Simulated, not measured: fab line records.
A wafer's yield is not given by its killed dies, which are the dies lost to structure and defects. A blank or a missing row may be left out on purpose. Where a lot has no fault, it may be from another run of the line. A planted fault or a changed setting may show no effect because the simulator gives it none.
Which tool is to blame? -- flow nand_harc -- 21 wafers from 7 lots sampled at 3 of the route's 1159 steps

## WHAT THE GAUGES READ, wafer by wafer
NHARC_END_SORT_01.
lot,measured,on,killed_dies
L189,day 20 09:17,prober-01,31 41 29
L191,day 20 23:13,prober-02,39 35 32
L200,day 22 17:11,prober-01,677 677 677
L204,day 23 21:34,prober-02,31 37 25
L205,day 24 11:31,prober-02,36 43 40
L209,day 24 11:40,prober-01,15 30 27
L210,day 25 03:25,prober-02,38 40 43

## TOOL THAT RAN EACH LOT (tool first, then ch and the chambers of the sampled wafers, then the start)
lot,NHARC_A_SGD_CUT_DEP_00,NHARC_A_SLIT_DEP_23
L189,"pecvd-04 ch 0,1,2, day 14 21:07","pecvd-03 ch 0,2, day 15 08:29"
L191,"pecvd-01 ch 1,2, day 14 22:31","pecvd-03 ch 0,1,2, day 15 08:48"
L200,"pecvd-02 ch 0,1,2, day 16 23:28","pecvd-02 ch 0,1,2, day 17 10:31"
L204,"pecvd-02 ch 0,2, day 17 20:17","pecvd-03 ch 1,2, day 18 13:57"
L205,"pecvd-04 ch 0,2, day 17 22:16","pecvd-02 ch 0,1,2, day 18 15:55"
L209,"pecvd-04 ch 1,2, day 18 20:37","pecvd-04 ch 0,2, day 19 07:21"
L210,"pecvd-04 ch 0,1,2, day 19 22:09","pecvd-02 ch 0,1,2, day 20 08:27"
- NHARC_A_SGD_CUT_DEP_00: deposits SiNx, target thk 50 nm.
- NHARC_A_SLIT_DEP_23: deposits SiON, target thk 100 nm.

## THE ANSWER, worked out from the rows above alone
Rule: what is usual is taken from the lots themselves. The widest of any qualifying gaps counts: lots, ordered by their means at a reading, are off when they make up no more than a third of the lots, leave a main group of 4 or more, and stand apart from it by 3 or more times the standard deviation of that group's means. If all means in a main group match to the digits the tables above print for the reading, that group is not used. Also off: a lot with no number at a reading for which 4 or more lots have one. Where the step has rows for the other lots, those lots are counted as sound.
Off, at NHARC_END_SORT_01 on killed_dies: L200. For the main group the mean is 34 and the standard deviation 5.5.
A tool fits if, at a process step before that reading, it ran every lot that is off, and no sound lot after the first of them. Gauges at NHARC_END_SORT_01: tried the same way as those tools. Not one of the candidates tried fits.

## WHAT THE SIMULATOR HAD PUT IN
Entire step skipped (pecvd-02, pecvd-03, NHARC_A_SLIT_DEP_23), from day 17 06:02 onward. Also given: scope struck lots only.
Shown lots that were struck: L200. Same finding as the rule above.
